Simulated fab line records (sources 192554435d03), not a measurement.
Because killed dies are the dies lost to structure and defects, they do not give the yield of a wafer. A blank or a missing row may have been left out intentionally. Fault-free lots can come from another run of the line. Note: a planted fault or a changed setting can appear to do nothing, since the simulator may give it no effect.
Split-lot trial ; flow n5Finfet ; route with 1938 steps; 7 lots, 21 wafers read

## THE SPLIT
At N5_BEOL_M3_ETCH_70 (etches SOC in N2/H2, target depth 80 nm, overetch 16 nm, time 120 s), the setting sourceW was moved away from the recipe's 840 W on 8 of the 21 wafers read, by -15.1% to +17.1%. The other wafers ran this setting at the recipe's value.

The reading comes from the split's own step.

## THE READING
rfVppV, in V, at N5_BEOL_M3_ETCH_70 (etches SOC in N2/H2, target depth 80 nm, overetch 16 nm, time 120 s). On this fab line, fault-free wafers typically give 524.9 V with a standard deviation of 2.2 V.

wafer;tool, chamber at the split;sourceW as run, W;against the recipe;rfVppV, V;against lot-mates on the recipe
L077.2;rieDiel-02, 3;984;+17.1%;500.4;-20.3
L077.3;rieDiel-02, 2;840;recipe;520.7;-
L077.4;rieDiel-02, 0;984;+17.1%;498.5;-22.2
L076.1;rieDiel-05, 2;840;recipe;523.8;-
L076.3;rieDiel-05, 1;840;recipe;525.4;-
L076.5;rieDiel-05, 1;840;recipe;527.8;-
L080.1;rieDiel-05, 2;969;+15.4%;499.7;no lot-mate on the recipe
L080.3;rieDiel-05, 0;969;+15.4%;498.2;no lot-mate on the recipe
L080.6;rieDiel-05, 3;969;+15.4%;502.4;no lot-mate on the recipe
L085.1;rieDiel-03, 2;840;recipe;526.0;-
L085.3;rieDiel-03, 0;713;-15.1%;552.0;+26.4
L085.6;rieDiel-03, 3;840;recipe;525.3;-
L088.2;rieDiel-05, 3;840;recipe;525.5;-
L088.4;rieDiel-05, 0;840;recipe;521.6;-
L088.6;rieDiel-05, 0;840;recipe;522.5;-
L093.3;rieDiel-05, 2;957.6;+14.0%;501.4;-23.9
L093.4;rieDiel-05, 1;957.6;+14.0%;502.8;-22.5
L093.6;rieDiel-05, 1;840;recipe;525.3;-
L095.1;rieDiel-02, 2;840;recipe;528.8;-
L095.2;rieDiel-02, 0;840;recipe;525.8;-
L095.4;rieDiel-02, 0;840;recipe;525.7;-

FIT RESULTS
A straight line over all 21 wafers: rfVppV changes by -1.62 V for each +1% of sourceW; r = -0.99; the points scatter about the line by 2.2 V.
The same after taking each lot's own level away (the mean of its wafers on the recipe; 18 wafers): -1.49 V for each +1%; r = -0.98; scatter 2.3 V.
According to that fit, moving sourceW by its largest amount changes the reading by 25 V.
The span of the lots' own levels, 520.70 to 526.77 V, comes to 2.8 times the standard deviation stated above.
The two slopes are in agreement: the lot-to-lot level therefore moves the slope only a little.
Check: for one of the wafers moved furthest among these (+17.1%), held out of the fit, the line's prediction against its lot-mates is -26.7 V. Against them it came out at -20.3 V.
Tool readings at the split's step, against how far the setting was moved: rfVppV r = -0.99.

## FURTHER SPLITS ON THESE WAFERS
These wafers also went through other splits before the reading. Each is held against what the fit with the lots' levels taken away leaves over:
other split on the same wafers;wafers away from the commonest value;r with rfVppV (lot level and that fit taken away)
N5_BEOL_M0_SAQP_SPACER1_ALD_98 aldCycles;7;-0.14
N5_BEOL_M0_TRENCH_ETCH_107 targetDepthA;8;-0.09
N5_BEOL_M2_EXPOSE_25 doseMj;8;+0.25
N5_BEOL_M3_HM_DEP_02 targetThkA;6;+0.43
N5_BEOL_M3_COAT_05 spinRpm;7;-0.59

## THE WHOLE CHAIN: every reading that the file lists as answering this split, in the file's order
step;what it does;reading;change (the file's fit);r (the file's)
N5_BEOL_M3_ETCH_70;etches SOC in N2/H2, target depth 80 nm, overetch 16 nm, time 120 s;rfVppV;-1.51 V for each +1% of the setting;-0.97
N5_BEOL_M3_ETCH_70;etches SOC in N2/H2, target depth 80 nm, overetch 16 nm, time 120 s;SiARC_of_BEOL_M3_COAT_68.thkNm (the simulator's own value, which no gauge read);-0.0395 nm for each +1% of the setting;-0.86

## FILE'S OWN FIT
rfVppV changes by -1.51 V for each +1% of sourceW, r = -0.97.
